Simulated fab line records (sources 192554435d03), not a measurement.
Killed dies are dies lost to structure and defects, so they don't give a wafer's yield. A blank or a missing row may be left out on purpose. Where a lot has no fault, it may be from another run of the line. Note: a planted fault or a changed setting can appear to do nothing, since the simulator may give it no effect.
Matching of chambers || flow n5_finfet || N5_BEOL_M3_PRE_CLEAN_60 on cvd_co-01: 3 sister chambers
The step time 15 s. 15 wafers are shown with their chamber, then 7 later ones without.

== WAFERS WITH THEIR CHAMBER ==
{"wafer": "L146.1", "chamber": 1, "heater_power_w (W)": 125}
{"wafer": "L146.3", "chamber": 2, "heater_power_w (W)": 77}
{"wafer": "L146.5", "chamber": 0, "heater_power_w (W)": 110}
{"wafer": "L148.2", "chamber": 0, "heater_power_w (W)": 112}
{"wafer": "L148.3", "chamber": 1, "heater_power_w (W)": 126}
{"wafer": "L149.2", "chamber": 2, "heater_power_w (W)": 78}
{"wafer": "L149.3", "chamber": 1, "heater_power_w (W)": 122}
{"wafer": "L149.4", "chamber": 1, "heater_power_w (W)": 122}
{"wafer": "L152.1", "chamber": 1, "heater_power_w (W)": 119}
{"wafer": "L152.3", "chamber": 0, "heater_power_w (W)": 110}
{"wafer": "L152.4", "chamber": 2, "heater_power_w (W)": 77}
{"wafer": "L151.2", "chamber": 2, "heater_power_w (W)": 76}
{"wafer": "L151.3", "chamber": 1, "heater_power_w (W)": 122}
{"wafer": "L151.5", "chamber": 1, "heater_power_w (W)": 124}
{"wafer": "L158.4", "chamber": 0, "heater_power_w (W)": 115}

SIGNATURES, as means of the wafers listed above
{"reading": "heater_power_w", "chamber 0": 111.75, "chamber 1": 122.86, "chamber 2": 77.00, "scatter within a chamber": 2.07}
Rule: distance of a wafer from a chamber = root of the sum over the readings of ((wafer's reading minus chamber's mean) / reading's scatter) squared. The wafer belongs to the nearest chamber; if the next one is less than 2 further off, it can't be placed. The scatter: the root of (the sum of the squares of (reading less its chamber's mean) over the shown wafers, divided by (wafers less chambers)).

== WAFERS WITHOUT THEIR CHAMBER ==
{"wafer": "L158.5", "heater_power_w (W)": 121}
{"wafer": "L165.1", "heater_power_w (W)": 112}
{"wafer": "L165.3", "heater_power_w (W)": 124}
{"wafer": "L165.5", "heater_power_w (W)": 125}
{"wafer": "L167.2", "heater_power_w (W)": 78}
{"wafer": "L167.4", "heater_power_w (W)": 78}
{"wafer": "L167.5", "heater_power_w (W)": 112}

== CHAMBER TAKEN BY EACH ==
{"wafer": "L158.5", "from the rows above": 1, "in truth": 1}
{"wafer": "L165.1", "from the rows above": 0, "in truth": 0}
{"wafer": "L165.3", "from the rows above": 1, "in truth": 1}
{"wafer": "L165.5", "from the rows above": 1, "in truth": 1}
{"wafer": "L167.2", "from the rows above": 2, "in truth": 2}
{"wafer": "L167.4", "from the rows above": 2, "in truth": 2}
{"wafer": "L167.5", "from the rows above": 0, "in truth": 0}
Correct placement for 7 of the 7. Not placeable from these rows: 0. Number placed wrongly: 0.
